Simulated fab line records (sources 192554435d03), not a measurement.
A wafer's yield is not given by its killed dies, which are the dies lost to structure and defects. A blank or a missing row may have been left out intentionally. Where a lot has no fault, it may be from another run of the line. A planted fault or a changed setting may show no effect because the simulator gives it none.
fab line records	flow n5_finfet
record lots=10	wafers=28	last_day=18
route steps=1938 shown BEOL_M2@855 BEOL_M4@1111 PASSIVATION@1936
lots with no fault: from the same line, run without faults
start_h: hours from the record's first day to the start of the lot's first wafer shown	wait_h: hours from the lot's prior step to this one	" identical to the entry in the row above	L1.1+2: a single row standing in for several wafers	- no value, or no start was given	* or withheld: withheld	< > ~ a bound
route shown NAME@n: NAME is a module with steps in the file, n the number in the route of the first one	usual: mean/standard deviation taken from wafers without a fault	same: alike in all rows	chamber/n: place in a boat	sites: each site's reading	_std_site: how widely they spread, as a standard deviation	_edge_site: outer sites' mean less inner sites'	radius_mm: how far each site lies from the wafer's centre	mask NAME#n: copy n	behind: the last tool/chamber to shape the wafer	hold: why the lot was held/for how many hours/how that ended	device: transistor that didn't switch, given as n, p or np	end of line: tests of these same wafers at the route's end	a step with no rows: only its recipe	killed: count of dies lost to structure and defects at first sort (not the wafer's yield)	map: dies across one wafer; x = killed, . = not, _ = none there
set.NAME: the setting as run; set.NAME@STEP: as run at that earlier step	model.NAME: the simulator's own value behind a step, which no gauge read
route steps across a sampled set of lots; one table per step, one row per wafer
services: the hour from which a tool's chamber was out of use, counted from the record's first day as start_h (under 0 if before that day), plus the number of hours and why
## steps
# step N5_BEOL_M2_OVL_MEAS_12
# recipe points_per_wafer=522
# usual M2_OVL=-0.2/0.6
# same points_per_wafer=522
lot.wafer	tool	chamber	start_h	wait_h	M2_OVL[nm]
L740.2	overlay-01	0	155.60	0.0	0.1
L740.4	"	0	"	"	0.1
L740.6	"	0	"	"	0.0
L741.1	overlay-01	0	165.91	0.0	-0.5
L741.4	"	0	"	"	0.1
L741.6	"	0	"	"	0.9
L743.1	overlay-02	0	178.81	0.0	-0.4
L743.3	"	0	"	"	0.3
L743.4	"	0	"	"	0.2
L745.1	overlay-02	0	193.19	0.0	0.2
L745.4	"	0	"	"	-0.4
L745.6	"	0	"	"	-0.2
L746.1	overlay-02	0	197.61	0.0	0.2
L746.2	"	0	"	"	-0.3
L746.5	"	0	"	"	-0.4
L747.2	overlay-02	0	200.60	0.0	-0.9
L747.4	"	0	"	"	0.2
L747.5	"	0	"	"	0.7
L748.2	overlay-02	0	202.40	0.0	-0.3
L748.4	"	0	"	"	-1.0
L748.6	"	0	"	"	-0.7
L751.1	overlay-01	0	217.48	0.0	-1.4
L751.5	"	0	"	"	-1.2
L754.1	overlay-01	0	236.01	0.0	0.3
L754.2	"	0	"	"	-0.7
L759.1	overlay-02	0	267.44	0.0	0.1
L759.3	"	0	"	"	-1.0
L759.4	"	0	"	"	-1.0
# step N5_BEOL_M2_ETCH_74
# recipe chemistry=N2/H2	target=underlayer	target_depth_a=65	mask_material=CAR-EUV	time_s=5.2	ion_energy_ev=200	pressure_mtorr=30	source_w=840	bias_w=150	n2_flow_sccm=200	h2_flow_sccm=200	ends=cleared
# usual bias_w=150.0/0.5	drypump_motor_current_A=5.7/0.39	etch_rf_on_time_s=5.14/0.14	oes_product_au=0.72/0.074	rf_vpp_V=524/3.3	showerhead_plenum_p_Torr=2.56/0.11	throttle_valve_pct=17.81/0.25
lot.wafer	tool	chamber	start_h	wait_h	bias_w	drypump_motor_current_A	etch_rf_on_time_s	oes_product_au	rf_hours_counter_h	rf_vpp_V	showerhead_plenum_p_Torr	throttle_valve_pct
L740.2	rie_diel-01	2	155.73	0.0	149.8	5.1	5.03	0.83	5	523	2.48	17.32
L740.4	"	3	"	"	150.0	6.5	5.00	0.79	23	530	2.70	17.87
L740.6	"	1	"	"	149.8	5.8	4.98	0.78	-	523	2.50	17.85
L741.1	rie_diel-01	1	166.12	0.0	150.5	5.8	4.99	0.76	54	523	2.50	17.86
L741.4	"	2	"	"	149.9	5.1	5.10	0.81	10	520	2.48	17.34
L741.6	"	1	"	"	150.8	5.8	5.00	0.77	-	521	2.50	17.84
L743.1	rie_diel-03	1	178.94	0.0	150.7	5.5	5.03	0.74	53	529	2.71	18.02
L743.3	"	3	"	"	150.4	6.5	5.12	0.61	189	523	2.51	17.56
L743.4	"	1	"	"	150.2	5.4	5.01	0.76	-	528	2.71	18.00
L745.1	rie_diel-03	0	193.36	0.0	149.9	5.6	5.13	0.83	4	529	2.71	17.54
L745.4	"	1	"	"	151.0	5.5	5.01	0.76	57	525	2.71	18.02
L745.6	"	2	"	"	149.4	5.7	5.29	0.58	-	521	2.42	18.18
L746.1	rie_diel-05	1	197.82	0.0	150.3	5.6	5.32	0.77	17	522	2.50	17.78
L746.2	"	2	"	"	149.9	5.6	5.27	0.72	61	527	2.67	17.63
L746.5	"	3	"	"	149.3	5.5	5.08	0.59	-	524	2.62	18.08
L747.2	rie_diel-01	3	200.72	0.0	150.3	6.5	4.93	0.76	39	526	2.69	17.88
L747.4	"	3	"	"	150.4	6.4	4.94	0.77	-	529	2.69	17.92
L747.5	"	0	"	"	150.4	5.6	5.33	0.75	-	521	2.49	17.82
L748.2	rie_diel-03	3	202.52	0.0	151.2	6.4	5.04	0.60	197	526	2.50	17.57
L748.4	"	1	"	"	149.8	5.5	4.95	0.76	61	530	2.71	18.02
L748.6	"	2	"	"	150.5	5.6	5.30	0.57	-	520	2.42	18.20
L751.1	rie_diel-01	2	217.60	0.0	150.2	5.1	5.08	0.78	21	523	2.47	17.34
L751.5	"	1	"	"	149.9	5.8	4.96	0.75	-	523	2.49	17.91
L754.1	rie_diel-03	2	236.14	0.0	149.8	5.6	5.38	0.56	247	520	2.41	18.18
L754.2	"	3	"	"	151.1	6.4	5.03	0.60	208	523	2.50	17.59
L759.1	rie_diel-01	2	271.07	0.0	150.4	5.1	5.07	0.76	39	524	2.46	17.37
L759.3	"	1	"	"	150.8	5.8	4.98	0.73	91	523	2.48	17.94
L759.4	"	3	"	"	149.7	6.4	5.00	0.73	64	526	2.68	17.92
# step N5_BEOL_M2_HM_OPEN_17
# recipe chemistry=Cl2/BCl3	target_depth_a=200	overetch_a=60	target=TiN	mask_material=SOC	ion_energy_ev=150	pressure_mtorr=10	icp_w=1000	bias_w=126	Cl2_flow_sccm=53.25	bcl3_flow_sccm=21.75	Ar_flow_sccm=25
# usual bias_w=125.9/0.34	drypump_motor_current_A=5.6/0.35	oes_product_au=0.59/0.042	throttle_valve_pct=22.3/0.31
lot.wafer	tool	chamber	start_h	wait_h	bias_w	drypump_motor_current_A	oes_product_au	rf_hours_counter_h	throttle_valve_pct
L740.2	rie_metal-03	1	155.97	0.1	126.1	6.0	0.68	-	22.1
L740.4	"	1	"	"	125.9	6.0	0.68	-	22.1
L740.6	"	1	"	"	125.9	6.0	0.68	-	22.1
L741.1	rie_metal-01	0	166.34	0.0	126.2	5.6	0.56	84	22.3
L741.4	"	1	"	"	125.4	5.3	0.61	-	22.0
L741.6	"	1	"	"	125.6	5.3	0.60	-	22.0
L743.1	rie_metal-01	1	179.17	0.0	126.2	5.3	0.61	60	22.0
L743.3	"	0	"	"	125.9	5.6	0.57	-	22.3
L743.4	"	1	"	"	126.5	5.3	0.61	-	22.0
L745.1	rie_metal-03	0	193.59	0.0	125.7	5.3	0.55	107	22.5
L745.4	"	1	"	"	125.8	6.0	0.67	-	22.1
L745.6	"	0	"	"	126.2	5.3	0.55	-	22.6
L746.1	rie_metal-02	1	198.04	0.0	126.1	5.1	0.59	88	22.1
L746.2	"	0	"	"	126.7	6.0	0.57	103	23.0
L746.5	"	1	"	"	126.1	5.1	0.59	-	22.1
L747.2	rie_metal-02	1	200.94	0.0	126.3	5.1	0.59	88	22.1
L747.4	"	0	"	"	125.5	6.0	0.56	-	23.0
L747.5	"	0	"	"	125.2	6.0	0.57	-	23.0
L748.2	rie_metal-01	0	202.74	0.0	126.4	5.6	0.57	87	22.3
L748.4	"	1	"	"	126.0	5.3	0.61	-	22.0
L748.6	"	1	"	"	125.5	5.3	0.61	-	22.0
L751.1	rie_metal-03	1	217.82	0.0	125.7	6.0	0.67	38	22.1
L751.5	"	0	"	"	125.9	5.3	0.55	-	22.6
L754.1	rie_metal-03	1	236.36	0.0	125.7	6.0	0.67	40	22.1
L754.2	"	0	"	"	125.6	5.3	0.56	110	22.5
L759.1	rie_metal-03	0	271.29	0.0	125.7	5.3	0.55	113	22.6
L759.3	"	1	"	"	126.1	6.0	0.65	-	22.2
L759.4	"	0	"	"	125.7	5.3	0.54	-	22.6
# step N5_BEOL_M2_COAT_76
# recipe resist=underlayer	temp_c=205	time_s=60	spin_rpm=1500	resist_thk_nm=5
# usual heater_power_total_W=391.7/1.4	run_length_s=66.18/0.15
lot.wafer	tool	chamber	start_h	wait_h	heater_power_total_W	run_length_s
L740.2	litho_track-04	0	156.28	-	392.1	66.42
L740.4	"	0	"	"	392.4	66.23
L740.6	"	0	"	"	393.3	66.19
L741.1	litho_track-02	0	166.77	-	390.7	66.04
L741.4	"	0	"	"	391.0	66.08
L741.6	"	0	"	"	390.3	66.10
L743.1	litho_track-02	0	179.39	-	391.5	66.00
L743.3	"	0	"	"	390.7	66.34
L743.4	"	0	"	"	393.2	66.09
L745.1	litho_track-04	0	193.82	-	393.7	66.61
L745.4	"	0	"	"	393.0	66.49
L745.6	"	0	"	"	391.9	66.15
L746.1	litho_track-01	0	198.26	-	390.7	65.97
L746.2	"	0	"	"	390.0	65.97
L746.5	"	0	"	"	392.0	66.26
L747.2	litho_track-01	0	201.16	-	390.3	65.92
L747.4	"	0	"	"	391.0	66.31
L747.5	"	0	"	"	391.4	65.99
L748.2	litho_track-04	0	202.97	-	394.0	66.21
L748.4	"	0	"	"	390.7	66.25
L748.6	"	0	"	"	389.8	66.33
L751.1	litho_track-04	0	218.04	-	392.1	66.16
L751.5	"	0	"	"	424.5	58.98
L754.1	litho_track-04	0	236.58	-	392.8	66.20
L754.2	"	0	"	"	422.3	58.87
L759.1	litho_track-01	0	271.73	-	390.8	65.99
L759.3	"	0	"	"	390.2	66.09
L759.4	"	0	"	"	389.8	66.28
# step N5_BEOL_M4_RC_MEAS_101
# usual DIBL_N=36.1/1.6	DIBL_P=35.8/2	IOFF_N=0.157/0.029	IOFF_P=0.21/0.034	ION_N=677/13	ION_P=465/8.1	SS_N=71.3/0.61	SS_P=73.2/0.65	VT_N=249/3.3	VT_P=-250/3.2
lot.wafer	tool	chamber	start_h	wait_h	DIBL_N[mV/V]	DIBL_P[mV/V]	IOFF_N[nA/um]	IOFF_P[nA/um]	ION_N[uA/um]	ION_P[uA/um]	SS_N[mV/dec]	SS_P[mV/dec]	VT_N[mV]	VT_P[mV]
L740.2	prober-01	0	217.49	0.2	33.4	31.8	0.111	0.16	658	455	70.3	72.7	254	-255
L740.4	"	0	"	"	35.9	34.4	0.152	0.20	693	473	70.8	72.9	248	-249
L740.6	"	0	"	"	33.6	31.7	0.112	0.16	679	467	70.9	72.5	253	-254
L741.1	prober-01	0	229.16	0.0	36.8	34.7	0.162	0.22	686	473	71.3	73.4	246	-247
L741.4	"	0	"	"	36.6	35.0	0.168	0.23	684	465	71.1	73.3	245	-246
L741.6	"	0	"	"	37.4	35.3	0.169	0.23	670	464	71.2	72.9	247	-248
L743.1	prober-01	0	240.27	0.0	34.5	34.7	0.136	0.18	683	459	70.8	73.2	250	-252
L743.3	"	0	"	"	35.3	34.3	0.138	0.16	655	444	71.7	73.0	251	-254
L743.4	"	0	"	"	35.4	34.9	0.137	0.17	667	452	71.6	72.5	249	-254
L745.1	prober-01	0	244.86	0.0	35.7	34.9	0.159	0.24	678	474	70.0	72.7	251	-242
L745.4	"	0	"	"	36.1	36.7	0.173	0.28	685	478	70.5	73.2	250	-245
L745.6	"	0	"	"	36.9	36.5	0.179	0.27	678	478	71.5	73.3	248	-244
L748.2	prober-02	0	252.06	0.2	34.5	35.2	0.138	0.19	680	469	71.0	72.1	252	-249
L748.4	"	0	"	"	36.2	36.6	0.164	0.21	684	470	71.9	73.2	245	-251
L748.6	"	0	"	"	36.2	37.0	0.176	0.23	688	476	71.5	72.6	245	-247
L746.1	prober-01	0	257.23	0.0	33.2	31.2	0.101	0.13	667	457	70.6	72.3	255	-259
L746.2	"	0	"	"	35.7	34.0	0.127	0.16	663	454	71.1	73.0	255	-256
L746.5	"	0	"	"	34.5	32.1	0.107	0.14	642	443	71.7	72.6	258	-259
L747.2	prober-02	0	273.75	0.2	34.7	34.5	0.137	0.19	675	467	71.1	72.2	248	-250
L747.4	"	0	"	"	35.7	34.6	0.144	0.18	661	455	71.6	72.4	249	-253
L747.5	"	0	"	"	36.0	35.6	0.157	0.20	668	453	72.3	72.8	247	-251
L751.1	prober-02	0	291.82	0.0	33.8	33.2	0.129	0.17	678	465	70.3	72.9	249	-253
L751.5	"	0	"	"	32.5	32.0	0.116	0.15	671	461	70.9	72.7	254	-254
L754.1	prober-01	0	307.68	0.1	36.0	36.3	0.141	0.21	678	466	71.5	74.2	252	-247
L754.2	"	0	"	"	36.1	35.9	0.144	0.22	670	460	71.0	73.0	250	-248
L759.1	prober-02	0	325.05	0.0	37.0	38.1	0.190	0.24	696	478	70.9	74.2	244	-249
L759.3	"	0	"	"	38.2	39.0	0.210	0.25	696	474	71.6	73.7	242	-248
L759.4	"	0	"	"	36.7	37.3	0.182	0.23	685	468	71.7	73.2	248	-246
# step N5_PASSIVATION_PROBE_49
# usual defect_limited_yield=91.0/1.4	killed_at_M0_to_M3=33/11	killed_at_M4_up=14/5	killed_at_contacts=11/7.3	killed_at_front_end=43/12	killed_at_other=4/3.1	killed_dies=106/17	killed_open=69/13	killed_short=34/8.7	sort_bin_5_function=5.2/0.96	sort_bin_6_memory=3.3/0.66	sort_bin_8_speed=0.00/0.012	sort_n_pass=1074/17	sort_yield_pct=91.0/1.4
# same gross_dies=1180	killed_at_back_side=0	sort_bin_4_leakage[%]=0
lot.wafer	tool	chamber	start_h	wait_h	defect_limited_yield[%]	killed_at_M0_to_M3	killed_at_M4_up	killed_at_contacts	killed_at_front_end	killed_at_other	killed_dies	killed_open	killed_short	sort_bin_5_function[%]	sort_bin_6_memory[%]	sort_bin_8_speed[%]	sort_n_pass	sort_yield_pct[%]
L754.1	prober-02	-	425.35	0.0	89.3	27	18	19	61	1	126	87	38	5.9	4.2	0	1054	89.3
L754.2	prober-02	-	425.40	0.1	89.5	52	16	9	43	4	124	77	46	6.3	3.8	0	1056	89.5
# killed by level:class
L754.1 MOL_CONTACT_COAG:geometric_particle:open=19 FIN_SAQP:geometric_particle:open=17 FIN_SAQP:geometric_particle:short=14 BEOL_M5:geometric_particle:open=7 DUMMY_GATE:geometric_particle:open=6 BEOL_M3:geometric_particle:short=5 STI_FIN_REVEAL:geometric_particle:open=5 GATE_CUT:geometric_particle:open=5
L754.2 BEOL_M1:geometric_particle:open=15 STI_FIN_REVEAL:geometric_particle:open=13 BEOL_M0_SAQP:geometric_particle:short=12 BEOL_M3:geometric_particle:open=12 GATE_CUT:geometric_particle:short=10 MOL_CONTACT_COAG:geometric_particle:open=8 BEOL_M5:geometric_particle:open=8 FIN_SAQP:geometric_particle:short=6
## services
tool	chamber	start_h	hours	kind
rie_diel-03	0	138.30	-	clean
rie_diel-03	0	138.30	-	consumable_replace:focus_ring
rie_diel-03	0	138.30	-	consumable_replace:showerhead
rie_diel-03	0	138.30	41.9	scheduled_down
rie_diel-03	0	138.30	41.9	vent_cycle
rie_diel-03	2	165.53	5.8	repair
rie_diel-05	0	191.10	10.4	repair
rie_diel-01	2	193.46	18.9	repair
rie_metal-03	-	194.96	0.5	repair
rie_diel-03	2	206.92	7.6	repair
rie_diel-05	3	208.59	-	clean
rie_diel-05	3	208.59	-	consumable_replace:focus_ring
rie_diel-05	3	208.59	21.5	scheduled_down
rie_diel-05	3	208.59	21.5	vent_cycle
rie_diel-03	2	243.45	-	clean
rie_diel-03	2	243.45	-	consumable_replace:focus_ring
rie_diel-03	2	243.45	-	consumable_replace:showerhead
rie_diel-03	2	243.45	24.1	scheduled_down
rie_diel-03	2	243.45	24.1	vent_cycle
rie_metal-01	-	245.07	1.4	pm
rie_diel-03	-	255.51	15.6	pm
rie_diel-05	-	266.94	15.6	pm
## key
first_sign step=N5_BEOL_M2_COAT_76	reading=run_length_s	direction=down	sigmas=49	usual=*	struck=*
effect step=N5_BEOL_M2_COAT_76	reading=heater_power_total_W	direction=up	sigmas=23	usual=*	struck=*
met_at N5_BEOL_M2_COAT_76
struck_lots L751,L754
struck_wafers L751.5,L754.2
not_acting_at N5_BEOL_M2_OVL_MEAS_12,N5_BEOL_M2_ETCH_74,N5_BEOL_M2_HM_OPEN_17
onset_between 202.97 218.04
fault kind=process_parameter_drift	tool=litho_track-04	chamber=-	onset_h=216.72	steps=N5_BEOL_M2_COAT_76	channel=time_s	offset=*	shape=step	end_h=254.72	scope=struck_wafers_only	acts_in=*	stated=*
